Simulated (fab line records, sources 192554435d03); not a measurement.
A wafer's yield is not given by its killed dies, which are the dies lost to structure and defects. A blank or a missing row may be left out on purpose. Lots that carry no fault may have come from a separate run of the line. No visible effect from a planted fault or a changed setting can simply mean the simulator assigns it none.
Lot-split experiment + flow n5-finfet + route with 1938 steps; 7 lots, 21 wafers read

== SPLIT DETAILS ==
At N5_SDB_COAT_04 (time 60 s, resist thk 18 nm), the setting spin-rpm was moved away from the recipe's 1500 rpm on 4 of the 21 wafers read, by -9.1% to +5.3%. This setting was run at the recipe's value on the other wafers.

== FROM THE SPLIT TO THE READING: what the file shows between them, 4 steps ==
- N5_SDB_COAT_05: resist thk 90 nm
- N5_SDB_EBR_07
- N5_SDB_DESCUM_16: chemistry O2, time 7.9 s
- N5_SDB_ETCH_17: etches SiARC in CF4, target depth 23.4 nm, time 39 s

== THE READING ==
SiARC_of_SDB_COAT_04.thk-nm (the simulator's own value, which no gauge read), in nm, at N5_SDB_ETCH_18 (etches SOC in N2/H2, target depth 100 nm, overetch 20 nm, time 150 s). No usual value for it is given in the file. Average 12.8 nm, standard deviation 0.17 nm, over the 17 wafers here run with the recipe.

| wafer  | tool, chamber at the split | spin-rpm as run, rpm | against the recipe | SiARC_of_SDB_COAT_04.thk-nm, nm | against lot-mates on the recipe |
|--------|----------------------------|----------------------|--------------------|---------------------------------|---------------------------------|
| L079.1 | litho-track-04, 0          | 1500                 | recipe             | 13                              | -                               |
| L079.5 | litho-track-04, 0          | 1500                 | recipe             | 13                              | -                               |
| L079.2 | litho-track-04, 0          | 1448                 | -3.5%              | 13.4                            | +0.4                            |
| L088.2 | litho-track-04, 0          | 1500                 | recipe             | 12.8                            | -                               |
| L088.4 | litho-track-04, 0          | 1579                 | +5.3%              | 12.2                            | -0.8                            |
| L088.6 | litho-track-04, 0          | 1500                 | recipe             | 13.2                            | -                               |
| L090.1 | litho-track-05, 0          | 1500                 | recipe             | 12.8                            | -                               |
| L090.3 | litho-track-05, 0          | 1500                 | recipe             | 12.8                            | -                               |
| L090.5 | litho-track-05, 0          | 1500                 | recipe             | 12.8                            | -                               |
| L092.1 | litho-track-05, 0          | 1364                 | -9.1%              | 13.6                            | +0.6                            |
| L092.2 | litho-track-05, 0          | 1500                 | recipe             | 13                              | -                               |
| L092.3 | litho-track-05, 0          | 1364                 | -9.1%              | 14                              | +1.0                            |
| L094.1 | litho-track-05, 0          | 1500                 | recipe             | 12.8                            | -                               |
| L094.4 | litho-track-05, 0          | 1500                 | recipe             | 12.8                            | -                               |
| L094.6 | litho-track-05, 0          | 1500                 | recipe             | 12.8                            | -                               |
| L095.1 | litho-track-04, 0          | 1500                 | recipe             | 12.8                            | -                               |
| L095.2 | litho-track-04, 0          | 1500                 | recipe             | 12.8                            | -                               |
| L095.6 | litho-track-04, 0          | 1500                 | recipe             | 12.8                            | -                               |
| L096.1 | litho-track-05, 0          | 1500                 | recipe             | 12.6                            | -                               |
| L096.3 | litho-track-05, 0          | 1500                 | recipe             | 12.4                            | -                               |
| L096.6 | litho-track-05, 0          | 1500                 | recipe             | 12.8                            | -                               |

THE FIT
A straight line over all 21 wafers: SiARC_of_SDB_COAT_04.thk-nm changes by -0.112 nm for each +1% of spin-rpm; r = -0.90; the points scatter about the line by 0.18 nm.
The same after taking each lot's own level away (the mean of its wafers on the recipe; 21 wafers): -0.1 nm for each +1%; r = -0.92; scatter 0.13 nm.
That fit puts the effect of the largest move of spin-rpm on the reading at 0.91 nm.
From 12.60 to 13.00 nm: that is the span of the lots' own levels, equal to 2.4 times the standard deviation above.
In other words, the slope is changed by the lot-to-lot level; the two fits disagree.
Check: +1.08 nm against its lot-mates is what the line predicts for one of the wafers moved furthest among these (-9.1%) when that wafer is left out of the fit. Against them it came out at +0.6 nm.

== THESE WAFERS: OTHER SPLITS ==
These wafers also went through other splits before the reading. Each is held against what the fit with the lots' levels taken away leaves over:
| other split on the same wafers        | wafers away from the commonest value | r with SiARC_of_SDB_COAT_04.thk-nm (lot level and that fit taken away) |
|---------------------------------------|--------------------------------------|------------------------------------------------------------------------|
| N5_FIN_SAQP_PECVD_48 time-s           | 8                                    | +0.07                                                                  |
| N5_FIN_SAQP_DEVELOP_15 develop-time-s | 2                                    | -0.17                                                                  |
| N5_FIN_CUT_EXPOSE_05 dose-mj          | 7                                    | -0.21                                                                  |
| N5_STI_FIN_REVEAL_ETCHBACK_08 time-s  | 8                                    | +0.13                                                                  |
| N5_STI_FIN_REVEAL_OXIDATION_31 time-s | 7                                    | -0.08                                                                  |
| N5_DUMMY_GATE_ETCH_37 source-w        | 6                                    | +0.30                                                                  |

== THE WHOLE CHAIN: every reading that the file lists as answering this split, in the file's order ==
| step           | what it does                                                         | reading                                                                        | change (the file's fit)                | r (the file's) |
|----------------|----------------------------------------------------------------------|--------------------------------------------------------------------------------|----------------------------------------|----------------|
| N5_SDB_COAT_04 | time 60 s, resist thk 18 nm                                          | SiARC_of_SDB_COAT_04.thk-nm (the simulator's own value, which no gauge read)   | -0.0956 nm for each +1% of the setting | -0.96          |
| N5_SDB_ETCH_17 | etches SiARC in CF4, target depth 23.4 nm, time 39 s                 | etch.depth-nm (the simulator's own value, which no gauge read)                 | -0.0965 nm for each +1% of the setting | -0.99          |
| N5_SDB_ETCH_17 | etches SiARC in CF4, target depth 23.4 nm, time 39 s                 | CAR-ArF_of_SDB_COAT_05.thk-nm (the simulator's own value, which no gauge read) | +0.109 nm for each +1% of the setting  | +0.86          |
| N5_SDB_ETCH_18 | etches SOC in N2/H2, target depth 100 nm, overetch 20 nm, time 150 s | SiARC_of_SDB_COAT_04.thk-nm (the simulator's own value, which no gauge read)   | -0.105 nm for each +1% of the setting  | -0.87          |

== FILE'S OWN FIT ==
SiARC_of_SDB_COAT_04.thk-nm changes by -0.105 nm for each +1% of spin-rpm, r = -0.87.
